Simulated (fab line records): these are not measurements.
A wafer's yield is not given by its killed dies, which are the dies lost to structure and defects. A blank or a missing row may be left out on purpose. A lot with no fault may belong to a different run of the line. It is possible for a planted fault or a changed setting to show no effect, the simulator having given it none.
Comparing a struck lot with a sound one / flow n5Finfet / 40 out of 1938 route steps
Sound: the wafers L963.1, L963.2, L963.6. Struck: wafers L957.1, L957.5, L957.6. At the end, the cause is stated.
Each step with rows lists, per side, the tool, then ch with its chambers, then its first start. Under that, the readings that differ: sound wafers / struck wafers / difference of the means / sigmas: that difference in standard deviations of wafers without a fault.
alike: readings whose means differ by less than 2 such deviations, and words and numbers that are the same on both sides. not compared: withheld readings, readings that some wafer has no value for, bounds like >300 that may hide the same value, and numbers for which the record gives no deviation and whose values overlap.
The two part at a step that has a row with sigmas, a row that says differs or no value, or rows on one side only. Numbers that have no deviation but don't overlap get no sigmas and don't part them. A reading that every wafer of one side lacks parts them only if that side has two wafers or more.

first, 12 steps without rows for these wafers: N5_MOL_CONTACT_COAG_PRECLEAN_111 (cleans in NF3:NH3, afs cycles 1, time 20 s, sublimation time 60 s); N5_MOL_CONTACT_COAG_TI_SIL_19 (material Ti, target thk 4.2 nm, time 15 s); N5_MOL_CONTACT_COAG_ALD_20 (deposits TiN, target thk 1.5 nm, pulse time 1 s, purge time 3 s); N5_MOL_CONTACT_COAG_SIL_ANNEAL_21 (time 60 s); N5_MOL_CONTACT_COAG_PRE_CLEAN_141 (time 60 s); N5_MOL_CONTACT_COAG_SPUTTER_143 (material Co, target thk 2.5 nm); N5_MOL_CONTACT_COAG_CO_FILL_22 (material Co, precursor CCTBA/H2, target thk 20 nm); N5_MOL_CONTACT_COAG_ANNEAL_113 (time 300 s); N5_MOL_CONTACT_COAG_PRE_CLEAN_142 (time 60 s); N5_MOL_CONTACT_COAG_SPUTTER_130 (material Co, target thk 47.5 nm); N5_MOL_CONTACT_COAG_PRECLEAN_125 (cleans in DIW, time 57.5 s); N5_MOL_CONTACT_COAG_SRD_126 (dry time 32 s).
N5_MOL_CONTACT_COAG_CMP_23: polishes, stops on SiO2, t overpolish 1.5 s, target thk 0 nm.
  sound on cmp-01 ch 0,1, day 10 17:37; struck on cmp-03 ch 1,2,3, day 9 01:26
reading=headPressurePsi (psi); sound=1.997 1.994 1.998; struck=1.510 1.506 1.505; difference=-0.489; sigmas=-99 or more
reading=model.SiNx_of_GATE_CUT_SAC_CAP_01.thkNm (nm); sound=18.4 18.2 18.2; struck=18.8 18.6 18.8; difference=+0.5; sigmas=
  alike: motorCurrentA, overpolishRunS, timeToEndpointS
then, 3 steps without rows for these wafers: N5_MOL_CONTACT_COAG_WET_ETCH_26 (target Co, target depth 13 nm); N5_MOL_CONTACT_COAG_WET_ETCH_116 (etches the open film in SC1-inhibited, target depth 4.6 nm, rinse time 30 s); N5_MOL_CONTACT_COAG_ALD_27 (deposits SiOC, target thk 17 nm, pulse time 1.5 s, time 2720 s).
N5_MOL_CONTACT_COAG_CMP_28: polishes, stops on SiNx, t overpolish 0.85 s, target thk 14.522 nm.
  sound on cmp-04 ch 1,3, day 10 20:29; struck on cmp-03 ch 1,2,3, day 9 04:19
reading=model.SiNx_of_GATE_CUT_SAC_CAP_01.thkNm (nm); sound=18 17.8 17.8; struck=18.4 18.4 18.6; difference=+0.6; sigmas=
  alike: headPressurePsi, motorCurrentA, timeToEndpointS
N5_MOL_CONTACT_COAG_THK_MEAS_29:
  sound on filmMetro-01 at day 10 20:44; struck on filmMetro-01 at day 9 04:32
reading=MD_CAP_THK (nm); sound=18.11 17.87 17.87; struck=18.40 18.32 18.51; difference=+0.46; sigmas=+3
then, 19 steps without rows for these wafers: N5_MOL_CONTACT_COAG_ALD_123 (deposits SiNx, target thk 5 nm, pulse time 1 s, purge time 2 s); N5_MOL_CONTACT_COAG_PECVD_31 (deposits SiO2 from TEOS/O2, target thk 46 nm, time 8.9 s); N5_MOL_CONTACT_COAG_COAT_75 (time 60 s, resist thk 60 nm); N5_MOL_CONTACT_COAG_COAT_76 (time 60 s, resist thk 10 nm); N5_MOL_CONTACT_COAG_COAT_77 (time 60 s, resist thk 10 nm); N5_MOL_CONTACT_COAG_COAT_78 (resist thk 40 nm); N5_MOL_CONTACT_COAG_EBR_80; N5_MOL_CONTACT_COAG_SOFTBAKE_79 (time 60 s); N5_MOL_CONTACT_COAG_EXPOSE_81 (exposes mask VG, defocus 0 nm); N5_MOL_CONTACT_COAG_PEB_82 (peb time 60 s); N5_MOL_CONTACT_COAG_DEVELOP_83 (develop time 30 s); N5_MOL_CONTACT_COAG_DESCUM_88 (chemistry O2, time 7 s); N5_MOL_CONTACT_COAG_ETCH_89 (etches underlayer in N2/H2, target depth 13 nm, time 10.4 s); N5_MOL_CONTACT_COAG_ETCH_90 (etches SiARC in CF4, target depth 13 nm, time 21.7 s); N5_MOL_CONTACT_COAG_ALD_131 (deposits SiO2, target thk 5 nm, pulse time 1 s, co reactant pulse time 1 s); N5_MOL_CONTACT_COAG_ETCHBACK_132 (etches SiO2 in CHF3, target depth 10 nm, time 6.7 s); N5_MOL_CONTACT_COAG_ETCH_91 (etches SOC in N2/H2, target depth 60 nm, overetch 21 nm, time 101.2 s); N5_MOL_CONTACT_COAG_STRIP_92 (strips in N2/H2); N5_MOL_CONTACT_COAG_STRIP_93 (strips in N2/H2).
N5_MOL_CONTACT_COAG_ETCH_47: etches SiNx in CH3F/O2, stops on W, target depth 27 nm.
  sound on rieDiel-06 ch 0,2,3, day 10 22:44; struck on rieDiel-06 ch 0,1,3, day 9 06:56
reading=model.etch.depthNm (nm); sound=18.09 17.9 17.86; struck=18.41 18.31 18.51; difference=+0.46; sigmas=
reading=model.MOL_CONTACT_COAG.featureDepthNm (nm); sound=18.6 18.4 18.4; struck=19 19 19.2; difference=+1; sigmas=
  alike: drypumpMotorCurrentA, etchRfOnTimeS, oes_ar_750_au, oesProductAu, rfVppV, showerheadPlenumPTorr, throttleValvePct
  not compared: rfHoursCounterH
-- record jumps: 4 days separate the struck wafers' starts on either side; left off in module MOL_CONTACT_COAG, taken up again in module BEOL_M4, whose first shown step is the route's number 1111 --
N5_BEOL_M4_RC_MEAS_101:
  sound on prober-01 ch 0, day 15 04:20; struck on prober-02 ch 0, day 13 02:37
  alike: DIBL_N, DIBL_P, IOFF_N, IOFF_P, ION_N, ION_P, SS_N, SS_P, VT_N, VT_P
-- the record jumps here: 5 days lie between the struck wafers' starts before and after (it left off in module BEOL_M4 and takes up again in module PASSIVATION, whose first step shown is number 1936 of the route) --
N5_PASSIVATION_PROBE_49:
  sound on prober-02 at day 19 17:40; struck on prober-01 at day 17 18:22
  alike: defectLimitedYield, killed_at_M0_to_M3, killed_at_M4_up, killedAtContacts, killedAtFrontEnd, killedAtOther, killedDies, killedOpen, killedShort, sort_bin_4_leakage, sort_bin_5_function, sort_bin_6_memory, sort_bin_8_speed, sortNPass, sortYieldPct

== WHERE THEY PART ==
At N5_MOL_CONTACT_COAG_CMP_23 first; at N5_MOL_CONTACT_COAG_THK_MEAS_29 last (within this record only). Later steps at which nothing parts them and some readings are alike: N5_MOL_CONTACT_COAG_ETCH_47, N5_BEOL_M4_RC_MEAS_101, N5_PASSIVATION_PROBE_49.

WHY: whatever the simulator had introduced
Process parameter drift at N5_MOL_CONTACT_COAG_CMP_23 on cmp-03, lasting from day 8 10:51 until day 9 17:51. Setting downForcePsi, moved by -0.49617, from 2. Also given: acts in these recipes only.
